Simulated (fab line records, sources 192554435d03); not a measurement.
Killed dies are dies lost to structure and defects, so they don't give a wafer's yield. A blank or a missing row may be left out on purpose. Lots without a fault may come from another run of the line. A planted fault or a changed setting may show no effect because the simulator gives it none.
fab line records | flow n5_finfet
record lots=3 wafers=9 last_day=17
route steps=1938 shown PMOS_HMC_CHANNEL_EPI@87 FIN_SAQP@90 BEOL_M4@1111
lots that met no fault: from a run of the same line without faults
start_h: hours from the record's first day to the start of the lot's first wafer shown | wait_h: hours since the lot's step before | " the same as in the row above | L1.1+2: a row that stands for several wafers | - no value, or no start given | * or withheld: withheld | < > ~ a bound
route shown NAME@n: a module of which the file shows steps, and the number in the route of the first | usual: mean/standard deviation of fault-free wafers | same: alike in all rows | chamber/n: place in a boat | sites: the reading at each site | _std_site: their standard deviation | _edge_site: outer sites' mean less inner sites' | radius_mm: how far each site lies from the wafer's centre | mask NAME#n: copy n | behind: the tool/chamber that last shaped the wafer | hold: why the lot was held/for how many hours/how that ended | device: the transistor (n, p or np) that didn't switch | end of line: the same wafers' tests at the end of the route | a step without rows: its recipe alone | killed: dies lost to structure and defects at the first sort, not the wafer's yield | map: a wafer's dies, x killed, . not, _ none there
set.NAME: the setting as run; set.NAME@STEP: as run at that earlier step | model.NAME: the simulator's own value behind a step, which no gauge read
lots at some steps of the route; a table a step, a row a wafer
services: from which hour (start_h, from the record's first day; less than 0 if before it) a tool's chamber was out of use, for how many hours, and why
## steps
# step N5_PMOS_HMC_CHANNEL_EPI_EPI_26
# recipe material=Si target_thk_a=38 temp_c=650 precursor=SiH4/H2 pressure_torr=20 time_s=22.7
# step N5_FIN_SAQP_PRECLEAN_42
# recipe chemistry=O3/DIW time_s=60 temp_c=22 o3_ppm=10
# step N5_FIN_SAQP_PRECLEAN_00
# recipe chemistry=SC1 time_s=60 temp_c=55 mix=1:2:50
# step N5_FIN_SAQP_PRECLEAN_44
# recipe chemistry=SC2 time_s=45 temp_c=35 mix=1:1:50
# step N5_FIN_SAQP_SRD_01
# recipe dry=ipa_marangoni time_s=30 temp_c=23 rinse_liquid=diw
# step N5_FIN_SAQP_ALD_61
# recipe material=SiO2 target_thk_a=40 temp_c=300 ald_precursor_family=BDEAS ald_co_reactant=O2-plasma pulse_time_s=1 purge_time_s=2 co_reactant_purge_time_s=2 ald_cycles=43 pressure_torr=2
# step N5_FIN_SAQP_DENSIFY_62
# recipe temp_c=700 time_s=60 ambient=N2 idle_temp_c=600 ramp_up_c_per_s=150 ramp_down_c_per_s=60 cool_to_c=600
# step N5_FIN_SAQP_HM_DEP_03
# recipe material=SiNx target_thk_a=380 temp_c=400 precursor=SiH4/NH3/N2 pressure_torr=1.5 rf_w=300 time_s=33.6
# step N5_FIN_SAQP_PECVD_47
# recipe material=a-Si target_thk_a=450 temp_c=400 precursor=SiH4/He pressure_torr=3 rf_w=100 time_s=36.3
# step N5_FIN_SAQP_PECVD_48
# recipe material=SiNx target_thk_a=250 temp_c=400 precursor=SiH4/NH3/N2 pressure_torr=1.5 rf_w=300 time_s=22.1
# usual heater_power_outer_w=509/65 heater_power_w=842/110 showerhead_plenum_p_Torr=5.12/0.11 susceptor_temp_C=400.02/0.23 throttle_valve_pct=39.2/2.1
# columns lot.wafer tool chamber start_h wait_h heater_power_outer_w heater_power_w showerhead_plenum_p_Torr susceptor_temp_C throttle_valve_pct model.SiNx_of_FIN_SAQP_PECVD_48.thk_nm
L785.2 pecvd-01 0 38.80 0.0 471 790 4.98 400.08 40.2 24.31
L785.4 " 0 " " 466 757 4.96 400.34 40.4 24.83
L785.6 " 1 " " 538 830 5.30 400.28 41.9 24.76
L800.1 pecvd-01 0 128.66 0.0 387 663 4.96 399.87 40.6 24.52
L800.4 " 2 " " 498 820 4.96 400.17 37.6 36.17
L800.5 " 0 " " 392 661 4.97 399.87 40.6 25.15
L805.1 pecvd-02 1 159.52 0.0 565 943 5.09 400.16 37.0 24.52
L805.2 " 2 " " 569 941 5.13 399.75 37.3 24.46
L805.3 " 0 " " 607 986 5.03 399.97 41.6 24.27
# step N5_FIN_SAQP_PECVD_06
# recipe material=a-Si target_thk_a=600 temp_c=400 precursor=SiH4/He pressure_torr=3 rf_w=100 time_s=48.1
# step N5_FIN_SAQP_HM_DEP_72
# recipe material=SiO2 target_thk_a=120 temp_c=400 precursor=SiH4/N2O pressure_torr=0.75 rf_w=275 time_s=7.2
# step N5_FIN_SAQP_COAT_49
# recipe resist=SOC temp_c=250 time_s=60 spin_rpm=1500 resist_thk_nm=100
# step N5_FIN_SAQP_COAT_50
# recipe resist=SiARC temp_c=220 time_s=60 spin_rpm=1500 resist_thk_nm=35
# step N5_FIN_SAQP_COAT_10
# recipe resist=CAR-ArF spin_rpm=1500 resist_thk_nm=90
# step N5_FIN_SAQP_EBR_12
# recipe solvent=PGMEA ebr_width_mm=1.5
# step N5_FIN_SAQP_SOFTBAKE_11
# recipe temp_c=110 time_s=60 resist=CAR-ArF
# step N5_FIN_SAQP_EXPOSE_13
# recipe mask_id=FIN_CORE na=1.35 source_shape=dipole sigma_inner=0.538 sigma_outer=0.738 polarization=te target_cd_nm=35.6 dose_mj=63.25
# step N5_FIN_SAQP_PEB_14
# recipe peb_temp_c=withheld peb_time_s=60 resist=CAR-ArF
# step N5_FIN_SAQP_DEVELOP_15
# recipe develop_time_s=30 developer=TMAH resist=CAR-ArF dev_temp_c=23 rinse_liquid=diw dry=air_spin
# step N5_FIN_SAQP_DESCUM_21
# recipe chemistry=O2 time_s=7.9 source_power_w=50 bias_power_w=20 pressure_mtorr=20 rf_frequency_hz=2.712e+07 temp_c=40 resist=CAR-ArF o2_flow_sccm=225
# step N5_FIN_SAQP_ETCH_51
# recipe chemistry=CF4 target=SiARC target_depth_a=455 mask_material=CAR-ArF time_s=75.8 ion_energy_ev=80 pressure_mtorr=40 source_w=545 bias_w=36 Ar_flow_sccm=100 cf4_flow_sccm=100 ends=cleared
# step N5_FIN_SAQP_ETCH_52
# recipe chemistry=N2/H2 target=SOC target_depth_a=1000 overetch_a=200 mask_material=SiARC temp_c=40 time_s=150 ion_energy_ev=200 pressure_mtorr=30 source_w=840 bias_w=150 n2_flow_sccm=200 h2_flow_sccm=200 ends=end_point
# step N5_FIN_SAQP_STRIP_53
# recipe chemistry=N2/H2 temp_c=40 n2_flow_sccm=200 h2_flow_sccm=200 rf_frequency_hz=6e+07
# step N5_FIN_SAQP_HM_OPEN_73
# recipe chemistry=CHF3/O2 target=SiO2 stop_on=a-Si target_depth_a=120 over_etch_frac=1.8 mask_material=SOC time_s=16.8 pressure_mtorr=30 source_w=650 bias_w=170 Ar_flow_sccm=200 CHF3_flow_sccm=50 O2_flow_sccm=5 ion_energy_ev=200 ends=end_point
# step N5_FIN_SAQP_STRIP_74
# recipe chemistry=CHF3/O2 resist=SiARC rf_frequency_hz=6e+07
# step N5_FIN_SAQP_MANDREL_ETCH_22
# recipe target_depth_a=600 chemistry=HBr/Cl2 target=a-Si stop_on=SiNx bt_time_s=10 over_etch_frac=0.5 time_s=30 pressure_mtorr=10 icp_w=800 bias_w=75 HBr_flow_sccm=150 Cl2_flow_sccm=80 ends=end_point
# step N5_FIN_SAQP_STRIP_55
# recipe chemistry=N2/H2 power_w=500 temp_c=40 pressure_mtorr=50 rf_frequency_hz=6e+07 overash_fraction=0.3 bias_power_w=28 h2_frac=0.5 n2_flow_sccm=300 h2_flow_sccm=300
# step N5_FIN_SAQP_STRIP_23
# recipe chemistry=SPM time_s=750 temp_c=130 h2so4_h2o2_vol_ratio=4
# step N5_FIN_SAQP_SRD_66
# recipe dry=ipa_marangoni time_s=30 temp_c=23 rinse_liquid=diw
# step N5_FIN_SAQP_RECESS_75
# recipe chemistry=HF/NH3 target=SiO2 target_depth_a=144 afs_cycles=3 temp_c=30 sublimation_temp_c=180 sublimation_time_s=60
# step N5_FIN_SAQP_SPACER1_ALD_24
# recipe material=SiO2 target_thk_a=203 temp_c=300 ald_precursor_family=BDEAS ald_co_reactant=O2-plasma pulse_time_s=1 purge_time_s=2 co_reactant_purge_time_s=2 ald_cycles=218 pressure_torr=2
# step N5_FIN_SAQP_SPACER1_ETCHBACK_25
# recipe chemistry=CHF3/O2 mode=anisotropic_etchback target=SiO2 target_depth_a=244 time_s=12.2 pressure_mtorr=30 source_w=650 bias_w=170 Ar_flow_sccm=200 CHF3_flow_sccm=50 O2_flow_sccm=5 ion_energy_ev=200
# step N5_FIN_SAQP_MANDREL1_REMOVE_56
# recipe chemistry=HBr/Cl2/O2 bt_time_s=10 target=a-Si stop_on=SiNx endpoint=OES-SiCl over_etch_frac=1 icp_w=600 bias_w=22 HBr_flow_sccm=150 Cl2_flow_sccm=80 O2_flow_sccm=5 pressure_mtorr=10
# step N5_FIN_SAQP_ETCH_57
# recipe chemistry=CH3F/O2 target=SiNx mask_material=SiO2 target_depth_a=325 time_s=46.4 pressure_mtorr=30 source_w=395 bias_w=73 Ar_flow_sccm=150 CH3F_flow_sccm=30 O2_flow_sccm=20 ion_energy_ev=120 ends=cleared
# usual drypump_motor_current_A=5.8/0.49 etch_rf_on_time_s=46.6/0.78 oes_f_703_au=0.77/0.069 oes_product_au=0.66/0.061 rf_vpp_V=295.7/2.4 showerhead_plenum_p_Torr=2.02/0.067 throttle_valve_pct=16.29/0.21
# columns lot.wafer tool chamber start_h wait_h drypump_motor_current_A etch_rf_on_time_s oes_f_703_au oes_product_au rf_hours_counter_h rf_vpp_V showerhead_plenum_p_Torr throttle_valve_pct model.etch.depth_nm
L785.2 rie_diel-03 0 42.40 0.1 6.3 45.4 0.68 0.57 242 294.6 1.97 16.58 24.27
L785.4 " 2 " " 6.6 46.6 0.74 0.63 161 298.0 2.08 16.56 24.74
L785.6 " 0 " " 6.3 46.3 0.68 0.57 - 291.9 1.97 16.58 24.76
L800.1 rie_diel-05 3 131.59 0.0 5.4 46.5 0.73 0.62 172 293.7 1.99 16.45 24.52
L800.4 " 2 " " 6.3 68.1 0.72 0.61 178 290.7 2.00 16.47 36.17
L800.5 " 3 " " 5.4 47.6 0.73 0.63 - 293.2 1.99 16.46 25.15
L805.1 rie_diel-05 2 162.81 0.0 6.3 47.1 0.71 0.60 190 293.5 1.99 16.49 24.52
L805.2 " 1 " " 6.1 46.5 0.72 0.60 236 294.2 1.97 16.44 24.37
L805.3 " 3 " " 5.3 46.3 0.72 0.62 185 294.5 1.99 16.49 24.23
# step N5_BEOL_M4_RC_MEAS_101
# usual DIBL_N=36.3/1.4 DIBL_P=35.7/1.5 IOFF_N=0.155/0.022 IOFF_P=0.204/0.027 ION_N=671/9 ION_P=459/6.2 SS_N=71.5/0.54 SS_P=73.1/0.56 VT_N=250.2/2.6 VT_P=-251/3.3
# columns lot.wafer tool chamber start_h wait_h DIBL_N[mV/V] DIBL_P[mV/V] IOFF_N[nA/um] IOFF_P[nA/um] ION_N[uA/um] ION_P[uA/um] SS_N[mV/dec] SS_P[mV/dec] VT_N[mV] VT_P[mV]
L785.2 prober-02 0 189.28 0.2 36.4 36.6 0.172 0.187 686 458 71.3 72.9 246.6 -255
L785.4 " 0 " " 37.3 37.7 0.193 0.204 680 460 71.7 73.3 246.3 -249
L785.6 " 0 " " 36.6 36.6 0.175 0.199 688 465 70.5 73.0 246.0 -252
L800.1 prober-01 0 274.32 0.0 35.4 35.2 0.139 0.192 674 453 71.2 73.7 252.0 -251
L800.4 " 0 " " 38.4 37.3 0.197 0.237 677 459 72.3 73.3 249.3 -250
L800.5 " 0 " " 34.9 34.4 0.131 0.195 666 458 71.2 72.7 251.6 -250
L805.1 prober-01 0 307.18 0.0 36.2 35.0 0.150 0.181 667 449 71.7 72.0 252.0 -255
L805.2 " 0 " " 36.1 34.8 0.150 0.182 665 453 71.3 72.3 251.1 -255
L805.3 " 0 " " 35.6 35.9 0.145 0.186 670 461 71.3 72.7 251.7 -253
## services
# columns tool chamber start_h hours kind
pecvd-01 2 21.12 - clean
pecvd-01 2 21.12 - consumable_replace:showerhead
pecvd-01 2 21.12 29.0 scheduled_down
pecvd-01 2 21.12 29.0 vent_cycle
rie_diel-05 2 33.36 5.6 repair
pecvd-02 2 33.44 5.5 scheduled_down
rie_diel-03 - 46.60 2.1 repair
pecvd-01 - 52.10 0.9 repair
rie_diel-03 0 65.64 - clean
rie_diel-03 0 65.64 - consumable_replace:focus_ring
rie_diel-03 0 65.64 25.5 scheduled_down
rie_diel-03 0 65.64 25.5 vent_cycle
pecvd-02 1 83.41 2.1 scheduled_down
pecvd-02 0 91.04 3.6 repair
rie_diel-03 - 94.92 10.0 pm
rie_diel-03 3 109.32 3.6 repair
rie_diel-03 2 134.14 4.8 repair
pecvd-02 2 147.23 2.1 scheduled_down
## key
first_sign step=N5_FIN_SAQP_ETCH_57 reading=etch_rf_on_time_s direction=up sigmas=28 usual=* struck=*
effect none on later readings
model_effect step=N5_FIN_SAQP_PECVD_48 value=SiNx_of_FIN_SAQP_PECVD_48.thk_nm without=25 struck=36.17
model_effect step=N5_FIN_SAQP_ETCH_57 value=etch.depth_nm without=25 struck=36.17
met_at N5_FIN_SAQP_PECVD_48
struck_wafers L800.4
fault kind=process_parameter_drift tool=pecvd-01 chamber=2 onset_h=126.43 steps=N5_FIN_SAQP_PECVD_48 channel=time_s offset=* shape=step end_h=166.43 acts_in=* stated=*
